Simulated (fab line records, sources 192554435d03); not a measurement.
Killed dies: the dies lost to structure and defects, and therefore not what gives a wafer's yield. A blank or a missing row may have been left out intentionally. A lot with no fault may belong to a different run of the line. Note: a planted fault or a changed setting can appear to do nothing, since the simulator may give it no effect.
Chamber matching	flow n5_finfet	N5_BEOL_M8_STRIP_67 on rie_diel-03: 4 sister chambers
The step strips in CF4. 4 wafers are shown with their chamber, then 9 later ones without.

## WAFERS PAIRED WITH THEIR CHAMBERS
wafer	chamber	showerhead_plenum_p_Torr (Torr)
L085.3	0	1.90
L090.3	3	1.84
L090.4	1	1.82
L090.5	2	1.71

## WAFERS WITH NO CHAMBER GIVEN
wafer	showerhead_plenum_p_Torr (Torr)
L088.1	1.71
L088.3	1.90
L088.6	1.90
L094.1	1.81
L094.2	1.90
L094.5	1.81
L096.2	1.70
L096.4	1.81
L096.5	1.90

## WHICH CHAMBER EACH ONE RAN IN
wafer	from the rows above	in truth
L088.1	2	2
L088.3	0	0
L088.6	0	0
L094.1	1	1
L094.2	0	0
L094.5	1	1
L096.2	2	2
L096.4	1	1
L096.5	0	0
Correct placement for 9 of the 9. Left unplaced by these rows: 0. Number placed wrongly: 0.
How it was worked out, from the rows above alone: a wafer's distance from a chamber is the root of the sum, over the readings, of the square of ((its reading less the chamber's mean) divided by the reading's scatter). If the next closest chamber is less than 2 further off than the closest, the wafer can't be placed; otherwise it belongs to the closest. A chamber's mean is the mean of its shown wafers. The scatter: root of mean squared gap, hidden wafer to nearest shown wafer, with one shown wafer a chamber.
